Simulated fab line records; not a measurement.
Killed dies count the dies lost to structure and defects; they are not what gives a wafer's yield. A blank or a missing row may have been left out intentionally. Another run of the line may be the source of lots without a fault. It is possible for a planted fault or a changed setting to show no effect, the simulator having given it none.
The tool behind it: which one? | flow nand_harc | 12 lots with 36 wafers sampled at 5 steps, on a route of 1302 steps

## WHAT THE GAUGES READ, wafer by wafer
NHARC_P_ZERO_WELL_CD_MEAS_52: the cd target is 2000 nm. Usual: cd_nm reads 1999.4 nm (standard deviation 2.1).
lot  | measured     | on        | cd_nm (nm)           | flag
L340 | day 2 01:44  | cd_sem-01 | 2003.6 2000.8 2003.4 |
L342 | day 2 22:22  | cd_sem-02 | 2001.1 2001.4 1997.9 |
L343 | day 3 07:44  | cd_sem-03 | 2000.3 1999.3 1999.3 |
L344 | day 3 17:44  | cd_sem-03 | 1999.4 2003.0 1998.1 |
L345 | day 4 03:42  | cd_sem-03 | 1996.9 1999.1 1999.7 |
L346 | day 4 13:49  | cd_sem-01 | 1960.0 1958.9 1956.4 | OFF
L356 | day 8 17:50  | cd_sem-01 | 1996.9 1999.4 1999.0 |
L357 | day 9 04:18  | cd_sem-02 | 1995.9 1998.3 1997.6 |
L360 | day 10 09:44 | cd_sem-02 | 2000.6 1998.0 2001.3 |
L361 | day 10 19:37 | cd_sem-03 | 1997.8 2002.6 1999.6 |
L362 | day 11 05:46 | cd_sem-03 | 1997.7 2002.1 1998.3 |
L363 | day 11 15:44 | cd_sem-03 | 1998.1 2001.0 1997.2 |

NHARC_P_GATE_INSPECT_28. Usual: raw_defect_count reads 5.9 (standard deviation 2.6).
lot  | measured     | on                | raw_defect_count | flag
L340 | day 5 01:05  | defect_inspect-01 | 9 9 4            |
L342 | day 5 21:22  | defect_inspect-02 | 4 9 4            |
L343 | day 6 02:16  | defect_inspect-02 | 9 3 10           |
L344 | day 6 13:48  | defect_inspect-02 | 9 1 5            |
L345 | day 7 00:22  | defect_inspect-01 | 5 4 7            |
L346 | day 7 16:30  | defect_inspect-01 | 5 4 1            |
L356 | day 11 20:13 | defect_inspect-01 | 4 4 5            |
L357 | day 11 23:11 | defect_inspect-01 | 4 5 5            |
L360 | day 13 06:15 | defect_inspect-02 | 6 9 9            |
L361 | day 13 23:01 | defect_inspect-02 | 9 6 6            |
L362 | day 14 02:53 | defect_inspect-02 | 8 6 0            |
L363 | day 14 10:47 | defect_inspect-02 | 7 6 4            |

## WHICH TOOL RAN EACH LOT (tool, then ch and the chambers of the sampled wafers, then the start)
lot  | NHARC_P_ZERO_WELL_EXPOSE_49       | NHARC_P_ZERO_WELL_DESCUM_54        | NHARC_P_STI_ETCH_42
L340 | krf_scanner-02 ch 0, day 2 01:34  | rie_diel-04 ch 0,3, day 2 01:53    | rie_diel-06 ch 1,3, day 2 22:20
L342 | krf_scanner-01 ch 0, day 2 22:13  | rie_diel-04 ch 0,2,3, day 2 22:32  | rie_diel-08 ch 0,3, day 3 17:01
L343 | krf_scanner-04 ch 0, day 3 07:35  | rie_diel-11 ch 0,2,3, day 3 07:55  | rie_diel-06 ch 0,1, day 4 02:23
L344 | krf_scanner-01 ch 0, day 3 17:35  | rie_diel-04 ch 0,1,3, day 3 18:07  | rie_diel-10 ch 0,1,2, day 4 11:09
L345 | krf_scanner-02 ch 0, day 4 03:34  | rie_diel-04 ch 1,2,3, day 4 03:53  | rie_diel-08 ch 0,1,3, day 4 20:56
L346 | krf_scanner-02 ch 0, day 4 13:40  | rie_diel-04 ch 0,1,3, day 4 14:00  | rie_diel-06 ch 0,1,2, day 5 07:43
L356 | krf_scanner-02 ch 0, day 8 17:40  | rie_diel-05 ch 1,3, day 8 18:22    | rie_diel-10 ch 0,2, day 9 11:27
L357 | krf_scanner-01 ch 0, day 9 04:08  | rie_diel-05 ch 0,2,3, day 9 04:28  | rie_diel-10 ch 1,2,3, day 9 21:14
L360 | krf_scanner-02 ch 0, day 10 09:35 | rie_diel-11 ch 0,1, day 10 09:56   | rie_diel-08 ch 1,2,3, day 11 03:48
L361 | krf_scanner-01 ch 0, day 10 19:28 | rie_diel-11 ch 2,3, day 10 19:50   | rie_diel-08 ch 0,3, day 11 17:23
L362 | krf_scanner-04 ch 0, day 11 05:37 | rie_diel-05 ch 0,2,3, day 11 05:57 | rie_diel-10 ch 0,1, day 12 00:10
L363 | krf_scanner-02 ch 0, day 11 15:35 | rie_diel-04 ch 0,3, day 11 15:55   | rie_diel-08 ch 2,3, day 12 08:43
- NHARC_P_ZERO_WELL_EXPOSE_49: exposes mask P HVPW, target cd 2000 nm.
- NHARC_P_ZERO_WELL_DESCUM_54: chemistry O2, time 3 s.
- NHARC_P_STI_ETCH_42: etches the open film in N2/H2, target depth 80 nm, overetch 24 nm, time 61 s.

## AS READ BY THE TOOLS THEMSELVES (means over the sampled wafers that have a number; for cases with no such wafer, the mark the record gives instead)
NHARC_P_ZERO_WELL_DESCUM_54. Usual: drypump_motor_current_A 5.8 A, standard deviation 0.43; oes_product_au 0.995 a.u., standard deviation 0.011; rf_vpp_V 57.6 V, standard deviation 0.87; showerhead_plenum_p_Torr 1.88 Torr, standard deviation 0.068; throttle_valve_pct 11.310 %, standard deviation 0.0095.
lot  | tool        | drypump_motor_current_A (A) | oes_product_au (a.u.) | rf_vpp_V (V) | showerhead_plenum_p_Torr (Torr) | throttle_valve_pct (%) | flag
L340 | rie_diel-04 | 6.3                         | 1.000                 | 57.8         | 1.93                            | 11.302                 |
L342 | rie_diel-04 | 5.9                         | 0.992                 | 57.4         | 1.90                            | 11.311                 |
L343 | rie_diel-11 | 5.7                         | 1.003                 | 59.0         | 1.84                            | 11.306                 |
L344 | rie_diel-04 | 6.0                         | 1.000                 | 57.1         | 1.92                            | 11.309                 |
L345 | rie_diel-04 | 5.6                         | 1.009                 | 56.5         | 1.89                            | 11.316                 |
L346 | rie_diel-04 | 6.0                         | 1.002                 | 57.3         | 1.92                            | 11.302                 |
L356 | rie_diel-05 | 5.6                         | 0.994                 | 58.3         | 1.83                            | 11.315                 |
L357 | rie_diel-05 | 6.2                         | 0.983                 | 57.3         | 1.87                            | 11.313                 |
L360 | rie_diel-11 | 6.0                         | 0.996                 | 57.6         | 1.88                            | 11.315                 |
L361 | rie_diel-11 | 5.4                         | 1.002                 | 57.1         | 1.78                            | 11.308                 |
L362 | rie_diel-05 | 6.2                         | 0.999                 | 57.3         | 1.86                            | 11.306                 |
L363 | rie_diel-04 | 5.9                         | 1.010                 | 57.0         | 1.85                            | 11.317                 |

NHARC_P_STI_ETCH_42. Usual: drypump_motor_current_A 5.9 A, standard deviation 0.39; oes_product_au 1.003 a.u., standard deviation 0.0097; rf_vpp_V 431.1 V, standard deviation 2.9; showerhead_plenum_p_Torr 2.06 Torr, standard deviation 0.098; throttle_valve_pct 14.171 %, standard deviation 0.009.
lot  | tool        | drypump_motor_current_A (A) | oes_product_au (a.u.) | rf_vpp_V (V) | showerhead_plenum_p_Torr (Torr) | throttle_valve_pct (%) | flag
L340 | rie_diel-06 | 5.9                         | 1.008                 | 433.0        | 2.12                            | 14.162                 |
L342 | rie_diel-08 | 6.0                         | 1.015                 | 432.4        | 2.10                            | 14.173                 |
L343 | rie_diel-06 | 5.6                         | 1.001                 | 432.8        | 2.12                            | 14.168                 |
L344 | rie_diel-10 | 5.8                         | 1.003                 | 432.0        | 2.06                            | 14.178                 |
L345 | rie_diel-08 | 6.0                         | 1.004                 | 430.7        | 2.03                            | 14.173                 |
L346 | rie_diel-06 | 6.0                         | 1.000                 | 431.8        | 2.09                            | 14.183                 |
L356 | rie_diel-10 | 5.5                         | 1.005                 | 431.9        | 2.08                            | 14.174                 |
L357 | rie_diel-10 | 6.0                         | 0.997                 | 430.3        | 2.03                            | 14.181                 |
L360 | rie_diel-08 | 6.0                         | 0.991                 | 431.1        | 2.06                            | 14.171                 |
L361 | rie_diel-08 | 5.8                         | 0.990                 | 429.8        | 2.00                            | 14.171                 |
L362 | rie_diel-10 | 5.7                         | 1.001                 | 433.2        | 2.14                            | 14.176                 |
L363 | rie_diel-08 | 6.1                         | 0.990                 | 433.7        | 2.13                            | 14.169                 |

## THE ANSWER, worked out from the rows above alone
Rule: take the mean of a lot's wafers that have a number; if it is more than 3 standard deviations from the usual mean, the lot is off. Also off: a lot with no number at a reading for which 4 or more lots have one. Where the step has rows for the other lots, those lots are counted as sound. The gauges are gone through in route order, then the tools' own readings, and for those a lot's mean is taken as printed above. At the first step where some lot is off, the reading lying furthest off is the one used; lots without a number count as furthest.
Off: L346, at NHARC_P_ZERO_WELL_CD_MEAS_52 (cd_nm).
A tool fits if, at a process step before that reading, it ran every lot that is off, and no sound lot after the first of them. Gauges at NHARC_P_ZERO_WELL_CD_MEAS_52: tried the same way as those tools. Of those tried, none fits.

## WHAT THE SIMULATOR HAD PUT IN
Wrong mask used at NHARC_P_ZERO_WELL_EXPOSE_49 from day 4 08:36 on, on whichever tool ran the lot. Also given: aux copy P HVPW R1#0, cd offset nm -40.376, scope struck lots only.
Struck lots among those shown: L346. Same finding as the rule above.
